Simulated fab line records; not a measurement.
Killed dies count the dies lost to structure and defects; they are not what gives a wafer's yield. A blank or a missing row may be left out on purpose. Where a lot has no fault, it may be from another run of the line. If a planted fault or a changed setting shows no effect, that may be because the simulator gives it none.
fab line records	flow nand_harc
[record] lots = 6	wafers = 18	last_day = 20
route steps=1159 shown A_ONON_D1@438 A_CHANNEL_HOLE_D1@450
lots that met no fault: taken from a fault-free run of the same line
start_h: start of the lot's first displayed wafer, in hours after the record's first day	wait_h: time in hours since the lot's previous step	" identical to the entry in the row above	L1.1+2: a single row standing in for several wafers	- value missing, or start not given	* or withheld: withheld	< > ~ a bound
route shown NAME@n: a module of which the file shows steps, and the number in the route of the first	usual: average and standard deviation across the fault-free wafers	same: alike in all rows	chamber/n: place in a boat	sites: the reading at each site	_std_site: standard deviation of those values	_edge_site: inner sites' mean taken away from outer sites' mean	radius_mm: how far each site lies from the wafer's centre	mask NAME#n: copy n	behind: the tool/chamber that last shaped the wafer	hold: reason for holding the lot/hours on hold/outcome of the hold	device: transistor that didn't switch, given as n, p or np	end of line: the tests these same wafers got at the end of their route	step lacking rows: just its recipe	killed: dies that structure and defects cost at the first sort, which is not the same as the wafer's yield	map: the dies of a wafer, with x for killed, . for not killed, _ for no die there
set.NAME: the setting that was run; set.NAME@STEP: the one run at that earlier step	model.NAME: the simulator's own value behind a step, which no gauge read
lots at some steps of the route; a table a step, a row a wafer
services: the hour from which a tool's chamber was out of use, counted from the record's first day as start_h (under 0 if before that day), plus the number of hours and why
[[steps]]
[step NHARC_A_ONON_D1_DEP_19]
[recipe] target_thk_a = 10000	n2_flow_sccm = 2750	n2o_flow_sccm = 2000	nh3_flow_sccm = 500	sih4_flow_sccm = 210	temp_c = 400
[step NHARC_A_ONON_D1_THK_MEAS_21]
[recipe] thk_meas_gauge = ellipsometry
[usual] thk_nm = 1001/11
lot.wafer	tool	chamber	start_h	wait_h	thk_nm
L910.3	film_metro-01	-	173.93	-	1015
L910.4	"	-	"	"	1017
L910.5	"	-	"	"	1018
L908.3	film_metro-02	-	173.95	-	992
L908.4	"	-	"	"	994
L908.6	"	-	"	"	994
L913.2	film_metro-02	-	190.18	-	1012
L913.5	"	-	"	"	1011
L913.6	"	-	"	"	1011
L917.3	film_metro-02	-	218.48	-	1009
L917.4	"	-	"	"	1008
L917.5	"	-	"	"	1009
L918.2	film_metro-02	-	223.47	-	1012
L918.5	"	-	"	"	1011
L918.6	"	-	"	"	1012
L923.1	film_metro-02	-	243.63	-	997
L923.3	"	-	"	"	998
L923.5	"	-	"	"	998
[step NHARC_A_ONON_D1_DEP_22]
[recipe] target_thk_a = 10000	n2_flow_sccm = 2750	n2o_flow_sccm = 2000	nh3_flow_sccm = 500	sih4_flow_sccm = 210	temp_c = 400
[step NHARC_A_ONON_D1_THK_MEAS_24]
[recipe] thk_meas_gauge = ellipsometry
[usual] thk_nm = 1001/10
lot.wafer	tool	chamber	start_h	wait_h	thk_nm
L910.3	film_metro-01	-	174.50	-	1007
L910.4	"	-	"	"	1006
L910.5	"	-	"	"	1007
L908.3	film_metro-02	-	174.51	-	1013
L908.4	"	-	"	"	1012
L908.6	"	-	"	"	1013
L913.2	film_metro-01	-	190.75	-	1016
L913.5	"	-	"	"	1017
L913.6	"	-	"	"	1017
L917.3	film_metro-02	-	219.05	-	1020
L917.4	"	-	"	"	1020
L917.5	"	-	"	"	1018
L918.2	film_metro-02	-	224.03	-	994
L918.5	"	-	"	"	993
L918.6	"	-	"	"	993
L923.1	film_metro-02	-	244.20	-	985
L923.3	"	-	"	"	984
L923.5	"	-	"	"	983
[step NHARC_A_ONON_D1_DEP_25]
[recipe] target_thk_a = 10000	n2_flow_sccm = 2750	n2o_flow_sccm = 2000	nh3_flow_sccm = 500	sih4_flow_sccm = 210	temp_c = 400
[step NHARC_A_ONON_D1_THK_MEAS_27]
[recipe] thk_meas_gauge = ellipsometry
[usual] thk_nm = 998/9.7
lot.wafer	tool	chamber	start_h	wait_h	thk_nm
L910.3	film_metro-02	-	175.06	-	997
L910.4	"	-	"	"	995
L910.5	"	-	"	"	995
L908.3	film_metro-01	-	175.08	-	992
L908.4	"	-	"	"	991
L908.6	"	-	"	"	993
L913.2	film_metro-02	-	191.31	-	1004
L913.5	"	-	"	"	1003
L913.6	"	-	"	"	1005
L917.3	film_metro-02	-	219.62	-	1013
L917.4	"	-	"	"	1013
L917.5	"	-	"	"	1011
L918.2	film_metro-01	-	224.60	-	1001
L918.5	"	-	"	"	1003
L918.6	"	-	"	"	1004
L923.1	film_metro-01	-	244.76	-	983
L923.3	"	-	"	"	985
L923.5	"	-	"	"	986
[step NHARC_A_ONON_D1_DEP_28]
[recipe] target_thk_a = 10000	n2_flow_sccm = 2750	n2o_flow_sccm = 2000	nh3_flow_sccm = 500	sih4_flow_sccm = 210	temp_c = 400
[step NHARC_A_ONON_D1_THK_MEAS_30]
[recipe] thk_meas_gauge = ellipsometry
[usual] thk_nm = 998/9.7
lot.wafer	tool	chamber	start_h	wait_h	thk_nm
L910.3	film_metro-01	-	175.62	-	1004
L910.4	"	-	"	"	1003
L910.5	"	-	"	"	1004
L908.3	film_metro-01	-	175.65	-	994
L908.4	"	-	"	"	993
L908.6	"	-	"	"	993
L913.2	film_metro-02	-	191.88	-	995
L913.5	"	-	"	"	995
L913.6	"	-	"	"	994
L917.3	film_metro-02	-	220.19	-	993
L917.4	"	-	"	"	991
L917.5	"	-	"	"	992
L918.2	film_metro-02	-	225.16	-	998
L918.5	"	-	"	"	998
L918.6	"	-	"	"	999
L923.1	film_metro-02	-	245.33	-	1014
L923.3	"	-	"	"	1015
L923.5	"	-	"	"	1015
[step NHARC_A_ONON_D1_DEP_33]
[recipe] target_thk_a = 2000	temp_c = 400	pressure_torr = 6.5	rf_w = 900	teos_flow_sccm = 161.4	flow_sccm = 2650	target_thk_nm = 200	gas = O2	material = SiO2
[usual] heater_power_w = 517/110	susceptor_temp_C = 399.97/0.24	throttle_valve_pct = 16.0/0.58
lot.wafer	tool	chamber	start_h	wait_h	heater_power_w	susceptor_temp_C	throttle_valve_pct
L908.3	pecvd-01	0	175.70	0.1	682	400.07	16.0
L908.4	"	0	"	"	679	399.95	15.8
L908.6	"	2	"	"	470	400.07	16.3
L910.3	pecvd-02	1	175.77	0.1	489	399.90	15.2
L910.4	"	0	"	"	489	399.49	16.0
L910.5	"	1	"	"	518	399.77	15.7
L913.2	pecvd-02	2	192.03	0.1	446	399.55	17.1
L913.5	"	0	"	"	575	400.16	15.9
L913.6	"	2	"	"	328	399.83	17.1
L917.3	pecvd-02	1	220.39	0.2	450	400.09	15.4
L917.4	"	2	"	"	444	399.41	16.9
L917.5	"	1	"	"	451	399.87	15.7
L918.2	pecvd-01	0	225.27	0.1	734	400.18	15.9
L918.6	"	0	"	"	724	400.19	15.8
L918.5	"	1	"	"	669	399.84	15.6
L923.3	pecvd-02	2	245.47	0.1	470	400.43	16.7
L923.1	"	0	"	"	630	399.93	16.1
L923.5	"	2	"	"	318	400.08	17.0
[step NHARC_A_ONON_D1_THK_MEAS_34]
[recipe] thk_meas_gauge = ellipsometry
[usual] thk_nm = 199.3/2.6
lot.wafer	tool	chamber	start_h	wait_h	thk_nm
L910.3	film_metro-01	-	176.10	-	197.8
L910.4	"	-	"	"	199.8
L910.5	"	-	"	"	203.8
L908.3	film_metro-01	-	176.12	-	198.6
L908.4	"	-	"	"	202.8
L908.6	"	-	"	"	199.9
L913.2	film_metro-01	-	192.35	-	198.5
L913.5	"	-	"	"	199.7
L913.6	"	-	"	"	199.3
L917.3	film_metro-02	-	220.74	-	199.3
L917.4	"	-	"	"	198.0
L917.5	"	-	"	"	199.1
L918.2	film_metro-01	-	225.63	-	200.1
L918.5	"	-	"	"	202.6
L918.6	"	-	"	"	205.0
L923.1	film_metro-02	-	245.87	-	195.9
L923.3	"	-	"	"	196.1
L923.5	"	-	"	"	200.3
[step NHARC_A_ONON_D1_INSPECT_32]
[usual] raw_defect_count = 73/24
lot.wafer	tool	chamber	start_h	wait_h	raw_defect_count
L910.3	defect_inspect-01	-	176.16	0.0	82
L910.4	"	-	"	"	67
L910.5	"	-	"	"	74
L908.3	defect_inspect-01	-	176.18	0.0	71
L908.4	"	-	"	"	99
L908.6	"	-	"	"	45
L913.2	defect_inspect-02	-	192.42	0.0	83
L913.5	"	-	"	"	58
L913.6	"	-	"	"	67
L917.3	defect_inspect-02	-	220.80	0.0	66
L917.4	"	-	"	"	79
L917.5	"	-	"	"	49
L918.2	defect_inspect-02	-	225.72	0.0	83
L918.5	"	-	"	"	48
L918.6	"	-	"	"	59
L923.1	defect_inspect-01	-	245.95	0.0	53
L923.3	"	-	"	"	69
L923.5	"	-	"	"	50
[step NHARC_A_CHANNEL_HOLE_D1_DEP_00]
[recipe] target_thk_a = 31000	temp_c = 400	material = aC
[usual] susceptor_temp_C = 399.98/0.25	throttle_valve_pct = 35.000/0.01
lot.wafer	tool	chamber	start_h	wait_h	susceptor_temp_C	throttle_valve_pct
L910.3	acl_dep-02	0	183.35	7.2	400.27	34.998
L910.4	"	0	"	"	400.41	34.995
L910.5	"	0	"	"	400.07	34.991
L908.3	acl_dep-03	0	183.46	7.3	399.59	34.990
L908.4	"	0	"	"	399.44	34.977
L908.6	"	0	"	"	399.82	34.993
L913.2	acl_dep-02	0	195.20	2.8	400.19	35.014
L913.5	"	0	"	"	400.14	34.997
L913.6	"	0	"	"	399.87	35.014
L917.3	acl_dep-02	0	221.50	0.7	399.80	35.006
L917.4	"	0	"	"	399.96	35.003
L917.5	"	0	"	"	399.85	34.997
L918.2	acl_dep-01	0	230.21	4.5	399.84	34.988
L918.5	"	0	"	"	399.55	34.996
L918.6	"	0	"	"	400.05	34.997
L918.2	acl_dep-01	0	233.98	3.5	399.86	34.994
L918.5	"	0	"	"	399.95	34.996
L918.6	"	0	"	"	400.01	34.999
L923.1	acl_dep-01	0	246.02	0.1	-	35.008
L923.3	"	0	"	"	-	34.998
L923.5	"	0	"	"	-	34.983
L923.1	acl_dep-03	0	248.21	1.9	-	34.990
L923.3	"	0	"	"	-	34.997
L923.5	"	0	"	"	-	35.004
[step NHARC_A_CHANNEL_HOLE_D1_DEP_01]
[recipe] target_thk_a = 1400	target_thk_nm = 140	temp_c = 400	pressure_torr = 3.5	flow_sccm = 200	rf_w = 350	material = SiON
[usual] heater_power_w = 735/100	susceptor_temp_C = 399.98/0.24
lot.wafer	tool	chamber	start_h	wait_h	heater_power_w	susceptor_temp_C
L910.3	pecvd-04	2	184.70	1.0	747	399.99
L910.4	"	0	"	"	803	399.99
L910.5	"	1	"	"	663	399.68
L908.3	pecvd-02	0	184.78	1.0	761	400.24
L908.4	"	2	"	"	612	399.84
L908.6	"	0	"	"	766	399.95
L913.2	pecvd-02	0	196.96	1.4	798	400.45
L913.5	"	0	"	"	825	400.00
L913.6	"	2	"	"	547	400.12
L917.3	pecvd-04	2	222.85	1.0	736	400.23
L917.4	"	2	"	"	754	400.23
L917.5	"	1	"	"	703	399.94
L918.2	pecvd-04	2	235.82	1.5	862	399.98
L918.6	"	2	"	"	881	400.36
L918.5	"	0	"	"	720	399.74
L923.3	pecvd-04	2	250.15	1.0	835	399.84
L923.1	"	0	"	"	760	400.18
L923.5	"	0	"	"	757	400.11
[[services]]
tool	chamber	start_h	hours	kind
pecvd-02	-	153.14	13.0	pm
pecvd-02	0	153.14	13.0	vent_cycle
pecvd-02	1	153.14	13.0	vent_cycle
pecvd-02	2	153.14	13.0	vent_cycle
pecvd-02	0	166.14	-	clean
pecvd-02	1	166.14	-	clean
pecvd-02	2	166.14	-	clean
acl_dep-02	-	168.00	13.0	pm
pecvd-02	2	170.18	2.3	repair
pecvd-04	-	195.00	13.0	pm
pecvd-04	0	195.00	13.0	vent_cycle
pecvd-04	1	195.00	13.0	vent_cycle
pecvd-04	2	195.00	13.0	vent_cycle
acl_dep-03	-	202.30	16.1	repair
pecvd-04	0	208.00	-	clean
pecvd-04	1	208.00	-	clean
pecvd-04	2	208.00	-	clean
acl_dep-03	-	225.42	13.0	pm
pecvd-01	-	237.00	13.0	pm
pecvd-01	0	237.00	13.0	vent_cycle
pecvd-01	1	237.00	13.0	vent_cycle
pecvd-01	2	237.00	13.0	vent_cycle
pecvd-01	0	250.00	-	clean
pecvd-01	1	250.00	-	clean
[[key]]
[first_sign] step = NHARC_A_CHANNEL_HOLE_D1_DEP_00	reading = visit	direction = added
effect none on later readings
met_at NHARC_A_CHANNEL_HOLE_D1_DEP_00
struck_wafers L918.2,L918.5,L918.6,L923.1,L923.3,L923.5
later_rows_left_out L918.2,L918.5,L918.6,L923.1,L923.3,L923.5
sort_left_out L918.2,L918.5,L918.6,L923.1,L923.3,L923.5
tester_left_out L918,L923
[fault] kind = repeated_step_whole	tool = acl_dep-01,acl_dep-02,acl_dep-03	chamber = -	onset_h = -	steps = NHARC_A_CHANNEL_HOLE_D1_DEP_00	times = 1	scope = struck_lots_only
// tester_left_out: of these lots the tester's yield and bins aren't shown, on N5 and GAA mostly nor the transistor test; their killed dies are dies lost to structure and defects alone, not to doping, threshold or leakage, so they don't give the yield
// sort_left_out: the simulated sort isn't trusted on such a fault, so these wafers' sort isn't shown, and their yield isn't known
// later_rows_left_out: the simulator's readings of these wafers behind a module that went badly wrong aren't trusted and aren't shown, but for the sort
